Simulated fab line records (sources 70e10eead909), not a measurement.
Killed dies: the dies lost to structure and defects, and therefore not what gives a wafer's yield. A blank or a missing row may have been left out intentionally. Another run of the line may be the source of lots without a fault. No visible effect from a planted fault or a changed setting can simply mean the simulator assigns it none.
Chamber matching / flow nand harc / 4 sister chambers for NHARC_A_STAIRCASE_TRIM_187 on rie diel-04
The step chemistry O2, time 211.2 s. 27 wafers are shown with their chamber, then 12 later ones without.

WAFERS PAIRED WITH THEIR CHAMBERS
wafer=L076.1; chamber=2; showerhead plenum p Torr (Torr)=3.48; drypump motor current A (A)=5.52; throttle valve pct (%)=17.045
wafer=L076.2; chamber=1; showerhead plenum p Torr (Torr)=3.78; drypump motor current A (A)=5.77; throttle valve pct (%)=17.036
wafer=L076.4; chamber=3; showerhead plenum p Torr (Torr)=3.40; drypump motor current A (A)=5.24; throttle valve pct (%)=17.039
wafer=L075.2; chamber=1; showerhead plenum p Torr (Torr)=3.78; drypump motor current A (A)=5.80; throttle valve pct (%)=17.024
wafer=L075.3; chamber=2; showerhead plenum p Torr (Torr)=3.48; drypump motor current A (A)=5.52; throttle valve pct (%)=17.035
wafer=L075.4; chamber=0; showerhead plenum p Torr (Torr)=3.44; drypump motor current A (A)=6.04; throttle valve pct (%)=17.042
wafer=L077.2; chamber=3; showerhead plenum p Torr (Torr)=3.39; drypump motor current A (A)=5.25; throttle valve pct (%)=17.049
wafer=L077.3; chamber=2; showerhead plenum p Torr (Torr)=3.47; drypump motor current A (A)=5.53; throttle valve pct (%)=17.037
wafer=L077.5; chamber=2; showerhead plenum p Torr (Torr)=3.47; drypump motor current A (A)=5.52; throttle valve pct (%)=17.038
wafer=L079.2; chamber=0; showerhead plenum p Torr (Torr)=3.44; drypump motor current A (A)=6.03; throttle valve pct (%)=17.036
wafer=L079.3; chamber=1; showerhead plenum p Torr (Torr)=3.78; drypump motor current A (A)=5.78; throttle valve pct (%)=17.033
wafer=L079.6; chamber=2; showerhead plenum p Torr (Torr)=3.47; drypump motor current A (A)=5.54; throttle valve pct (%)=17.045
wafer=L081.2; chamber=1; showerhead plenum p Torr (Torr)=3.77; drypump motor current A (A)=5.78; throttle valve pct (%)=17.024
wafer=L081.3; chamber=3; showerhead plenum p Torr (Torr)=3.39; drypump motor current A (A)=5.26; throttle valve pct (%)=17.044
wafer=L081.5; chamber=1; showerhead plenum p Torr (Torr)=3.77; drypump motor current A (A)=5.77; throttle valve pct (%)=17.038
wafer=L085.2; chamber=2; showerhead plenum p Torr (Torr)=3.46; drypump motor current A (A)=5.53; throttle valve pct (%)=17.032
wafer=L085.3; chamber=0; showerhead plenum p Torr (Torr)=3.43; drypump motor current A (A)=6.01; throttle valve pct (%)=17.032
wafer=L085.6; chamber=3; showerhead plenum p Torr (Torr)=3.38; drypump motor current A (A)=5.25; throttle valve pct (%)=17.051
wafer=L087.2; chamber=3; showerhead plenum p Torr (Torr)=3.38; drypump motor current A (A)=5.26; throttle valve pct (%)=17.027
wafer=L087.3; chamber=0; showerhead plenum p Torr (Torr)=3.43; drypump motor current A (A)=6.02; throttle valve pct (%)=17.018
wafer=L087.4; chamber=1; showerhead plenum p Torr (Torr)=3.77; drypump motor current A (A)=5.81; throttle valve pct (%)=17.040
wafer=L088.1; chamber=1; showerhead plenum p Torr (Torr)=3.77; drypump motor current A (A)=5.78; throttle valve pct (%)=17.040
wafer=L088.4; chamber=0; showerhead plenum p Torr (Torr)=3.43; drypump motor current A (A)=5.98; throttle valve pct (%)=17.045
wafer=L088.5; chamber=3; showerhead plenum p Torr (Torr)=3.38; drypump motor current A (A)=5.24; throttle valve pct (%)=17.036
wafer=L091.2; chamber=3; showerhead plenum p Torr (Torr)=3.38; drypump motor current A (A)=5.22; throttle valve pct (%)=17.025
wafer=L091.3; chamber=2; showerhead plenum p Torr (Torr)=3.46; drypump motor current A (A)=5.54; throttle valve pct (%)=17.036
wafer=L091.4; chamber=0; showerhead plenum p Torr (Torr)=3.42; drypump motor current A (A)=6.02; throttle valve pct (%)=17.034

SIGNATURES (averages over the wafers above)
reading=showerhead plenum p Torr; chamber 0=3.4317; chamber 1=3.7743; chamber 2=3.4700; chamber 3=3.3857; scatter within a chamber=0.0073
reading=drypump motor current A; chamber 0=6.0167; chamber 1=5.7843; chamber 2=5.5286; chamber 3=5.2457; scatter within a chamber=0.015
reading=throttle valve pct; chamber 0=17.03450; chamber 1=17.03357; chamber 2=17.03829; chamber 3=17.03871; scatter within a chamber=0.00809
Rule: a wafer's distance from a chamber is the root of the sum, over the readings, of the square of ((its reading less the chamber's mean) divided by the reading's scatter). If the next closest chamber is less than 2 further off than the closest, the wafer can't be placed; otherwise it belongs to the closest. The scatter: take each reading less its chamber's mean, square it, sum over the shown wafers, divide by the number of wafers less the number of chambers, and take the root.

WAFERS WHOSE CHAMBER IS MISSING
wafer=L094.1; showerhead plenum p Torr (Torr)=3.76; drypump motor current A (A)=5.79; throttle valve pct (%)=17.042
wafer=L094.4; showerhead plenum p Torr (Torr)=3.42; drypump motor current A (A)=6.01; throttle valve pct (%)=17.043
wafer=L094.6; showerhead plenum p Torr (Torr)=3.42; drypump motor current A (A)=6.02; throttle valve pct (%)=17.038
wafer=L092.1; showerhead plenum p Torr (Torr)=3.46; drypump motor current A (A)=5.52; throttle valve pct (%)=17.014
wafer=L092.2; showerhead plenum p Torr (Torr)=3.76; drypump motor current A (A)=5.78; throttle valve pct (%)=17.019
wafer=L092.4; showerhead plenum p Torr (Torr)=3.38; drypump motor current A (A)=5.24; throttle valve pct (%)=17.040
wafer=L095.2; showerhead plenum p Torr (Torr)=3.37; drypump motor current A (A)=5.24; throttle valve pct (%)=17.031
wafer=L095.3; showerhead plenum p Torr (Torr)=3.45; drypump motor current A (A)=5.53; throttle valve pct (%)=17.046
wafer=L095.6; showerhead plenum p Torr (Torr)=3.42; drypump motor current A (A)=6.01; throttle valve pct (%)=17.033
wafer=L097.2; showerhead plenum p Torr (Torr)=3.75; drypump motor current A (A)=5.80; throttle valve pct (%)=17.050
wafer=L097.3; showerhead plenum p Torr (Torr)=3.45; drypump motor current A (A)=5.52; throttle valve pct (%)=17.034
wafer=L097.5; showerhead plenum p Torr (Torr)=3.45; drypump motor current A (A)=5.53; throttle valve pct (%)=17.042

WHICH CHAMBER EACH ONE RAN IN
wafer=L094.1; from the rows above=1; in truth=1
wafer=L094.4; from the rows above=0; in truth=0
wafer=L094.6; from the rows above=0; in truth=0
wafer=L092.1; from the rows above=2; in truth=2
wafer=L092.2; from the rows above=1; in truth=1
wafer=L092.4; from the rows above=3; in truth=3
wafer=L095.2; from the rows above=3; in truth=3
wafer=L095.3; from the rows above=2; in truth=2
wafer=L095.6; from the rows above=0; in truth=0
wafer=L097.2; from the rows above=1; in truth=1
wafer=L097.3; from the rows above=2; in truth=2
wafer=L097.5; from the rows above=2; in truth=2
Correct placement for 12 of the 12. Not placeable from these rows: 0. Wrongly placed: 0.
